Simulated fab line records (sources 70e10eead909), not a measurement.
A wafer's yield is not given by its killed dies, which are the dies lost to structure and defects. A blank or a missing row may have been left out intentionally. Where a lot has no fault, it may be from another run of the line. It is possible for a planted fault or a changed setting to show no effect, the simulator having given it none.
Chamber matching    flow nandHarc    NHARC_P_BONDPAD_ACTIVATE_29 on rieDiel-13: 4 sister chambers
The step chemistry N2, time 60 s. 4 wafers are shown with their chamber, then 8 later ones without.

EACH WAFER AND ITS CHAMBER
wafer   chamber  showerheadPlenumPTorr (Torr)
L330.3  3        1.72
L330.6  1        1.89
L332.4  2        1.88
L336.2  0        1.88

WAFERS WITHOUT THEIR CHAMBER
wafer   showerheadPlenumPTorr (Torr)
L336.3  1.88
L336.6  1.71
L340.1  1.88
L340.4  1.88
L340.6  1.89
L339.1  1.89
L339.2  1.88
L339.4  1.71

EACH ONE'S CHAMBER
wafer   from the rows above      in truth
L336.3  can't be placed: 0 or 2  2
L336.6  3                        3
L340.1  can't be placed: 0 or 2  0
L340.4  can't be placed: 0 or 2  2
L340.6  1                        1
L339.1  1                        1
L339.2  can't be placed: 0 or 2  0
L339.4  3                        3
Correct placement for 4 of the 8. Unplaceable from these rows: 4, with the true chamber sitting among the candidates in 4. 0 placed wrongly.
How it was worked out, from the rows above alone: a wafer's distance from a chamber is the root of the sum, over the readings, of the square of ((its reading less the chamber's mean) divided by the reading's scatter). The wafer belongs to the nearest chamber; if the next one is less than 2 further off, it can't be placed. Each chamber's mean is taken over the wafers shown for it. The scatter: root of mean squared gap, hidden wafer to nearest shown wafer, with one shown wafer a chamber.
